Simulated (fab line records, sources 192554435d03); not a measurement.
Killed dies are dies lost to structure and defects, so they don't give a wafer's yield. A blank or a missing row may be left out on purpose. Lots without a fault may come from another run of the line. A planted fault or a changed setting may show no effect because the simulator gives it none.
Chamber matching | flow n5_finfet | N5_STI_FIN_REVEAL_CMP_04 on cmp-02: 4 sister chambers
The step polishes, stops on Si3N4, t overpolish 4 s, target thk 131.83 nm. 36 wafers are shown with their chamber, then 12 later ones without.

WAFERS WITH THEIR CHAMBER
wafer  | chamber | time_to_endpoint_s (s) | motor_current_A (A) | overpolish_run_s (s)
L076.1 | 0       | 98                     | 7.5                 | 4.013
L076.3 | 3       | 91                     | 8.1                 | 4.009
L076.5 | 3       | 95                     | 8.0                 | 3.997
L079.1 | 0       | 102                    | 7.3                 | 3.992
L079.3 | 3       | 98                     | 7.5                 | 4.006
L079.6 | 1       | 119                    | 7.8                 | 3.996
L082.1 | 3       | 92                     | 7.9                 | 4.013
L082.2 | 0       | 96                     | 7.3                 | 4.020
L082.3 | 2       | 105                    | 7.3                 | 3.992
L083.2 | 2       | 104                    | 7.2                 | 4.010
L083.4 | 1       | 111                    | 8.1                 | 3.999
L083.5 | 0       | 95                     | 7.3                 | 3.994
L084.2 | 2       | 104                    | 7.2                 | 4.008
L084.3 | 0       | 100                    | 7.5                 | 3.992
L084.5 | 3       | 95                     | 8.2                 | 3.982
L085.1 | 2       | 105                    | 7.2                 | 3.992
L085.2 | 0       | 98                     | 7.2                 | 3.999
L085.5 | 3       | 97                     | 7.9                 | 4.001
L085.3 | 3       | 96                     | 7.8                 | 3.994
L085.4 | 1       | 115                    | 7.8                 | 4.003
L085.6 | 2       | 105                    | 7.0                 | 3.982
L086.2 | 1       | 112                    | 8.0                 | 4.005
L086.5 | 2       | 103                    | 7.4                 | 3.989
L086.6 | 1       | 115                    | 8.2                 | 3.998
L086.1 | 0       | 100                    | 7.5                 | 4.001
L086.3 | 3       | 93                     | 8.0                 | 4.005
L086.4 | 2       | 107                    | 7.4                 | 3.998
L087.1 | 1       | 115                    | 8.0                 | 4.001
L087.3 | 3       | 93                     | 7.5                 | 4.011
L087.6 | 0       | 96                     | 7.4                 | 4.011
L088.2 | 1       | 113                    | 8.0                 | 4.008
L088.4 | 2       | 99                     | 7.2                 | 3.994
L088.6 | 2       | 102                    | 7.2                 | 4.008
L088.1 | 3       | 92                     | 7.8                 | 3.994
L088.3 | 0       | 98                     | 7.1                 | 4.005
L088.5 | 1       | 111                    | 8.1                 | 4.001

SIGNATURES (means of the wafers above)
reading            | chamber 0 | chamber 1 | chamber 2 | chamber 3 | scatter within a chamber
time_to_endpoint_s | 98.11     | 113.88    | 103.78    | 94.20     | 2.39
motor_current_A    | 7.344     | 8.000     | 7.233     | 7.870     | 0.168
overpolish_run_s   | 4.00300   | 4.00138   | 3.99700   | 4.00120   | 0.00882
Rule: a wafer's distance from a chamber is the root of the sum, over the readings, of the square of ((its reading less the chamber's mean) divided by the reading's scatter). The wafer belongs to the nearest chamber; if the next one is less than 2 further off, it can't be placed. The scatter: the root of (the sum of the squares of (reading less its chamber's mean) over the shown wafers, divided by (wafers less chambers)).

WAFERS WITHOUT THEIR CHAMBER
wafer  | time_to_endpoint_s (s) | motor_current_A (A) | overpolish_run_s (s)
L090.1 | 97                     | 7.6                 | 4.002
L090.2 | 95                     | 7.6                 | 4.021
L090.5 | 110                    | 7.6                 | 3.991
L092.2 | 92                     | 8.0                 | 3.996
L092.5 | 93                     | 8.0                 | 3.993
L092.6 | 92                     | 7.3                 | 4.004
L092.1 | 110                    | 7.9                 | 4.020
L092.3 | 94                     | 8.0                 | 3.993
L092.4 | 103                    | 7.6                 | 4.006
L093.2 | 104                    | 7.1                 | 4.015
L093.4 | 98                     | 7.8                 | 3.999
L093.5 | 118                    | 7.9                 | 3.996

WHICH CHAMBER EACH WENT THROUGH
wafer  | from the rows above          | in truth
L090.1 | can't be placed: 0 or 3      | 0
L090.2 | can't be placed: 3 or 0      | 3
L090.5 | can't be placed: 1 or 2      | 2
L092.2 | 3                            | 3
L092.5 | 3                            | 3
L092.6 | can't be placed: 0 or 3      | 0
L092.1 | 1                            | 1
L092.3 | 3                            | 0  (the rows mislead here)
L092.4 | can't be placed: 2 or 0 or 3 | 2
L093.2 | can't be placed: 2 or 0      | 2
L093.4 | can't be placed: 3 or 0      | 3
L093.5 | 1                            | 1
Placed correctly: 4 of 12. Can't be placed from these rows: 7 (the true chamber is among the candidates in 7). Placed wrongly: 1.
